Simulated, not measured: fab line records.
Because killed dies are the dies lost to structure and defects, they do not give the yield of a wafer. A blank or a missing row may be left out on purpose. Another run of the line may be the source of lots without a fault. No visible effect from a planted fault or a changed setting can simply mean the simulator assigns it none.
Chamber matching -- flow n5-finfet -- cvd-co-02 running N5_BEOL_M0_CO_CAP_123: 3 sister chambers
The step material Co, precursor CCTBA/H2, target thk 2 nm, time 102.1 s. 3 wafers are shown with their chamber, then 8 later ones without.

## WAFERS, EACH WITH ITS CHAMBER
wafer,chamber,heater-power-w (W)
L738.1,0,208
L738.4,1,256
L742.1,2,248

## WAFERS WITH NO CHAMBER GIVEN
wafer,heater-power-w (W)
L742.3,260
L742.4,250
L744.2,251
L744.3,252
L744.5,251
L753.2,257
L753.3,209
L753.5,212

## WHICH CHAMBER EACH WENT THROUGH
wafer,from the rows above,in truth
L742.3,1,1
L742.4,can't be placed: 2 or 1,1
L744.2,can't be placed: 2 or 1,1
L744.3,can't be placed: 1 or 2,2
L744.5,can't be placed: 2 or 1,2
L753.2,1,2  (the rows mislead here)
L753.3,0,0
L753.5,0,0
3 of 8 placed correctly. Cannot be placed on the basis of these rows: 4; the candidates contain the true chamber in 4. Placed wrongly: 1.
How it was worked out, from the rows above alone: a wafer's distance from a chamber is the root of the sum, over the readings, of the square of ((its reading less the chamber's mean) divided by the reading's scatter). If the next closest chamber is less than 2 further off than the closest, the wafer can't be placed; otherwise it belongs to the closest. Each chamber's mean is taken over the wafers shown for it. The scatter: root of mean squared gap, hidden wafer to nearest shown wafer, with one shown wafer a chamber.
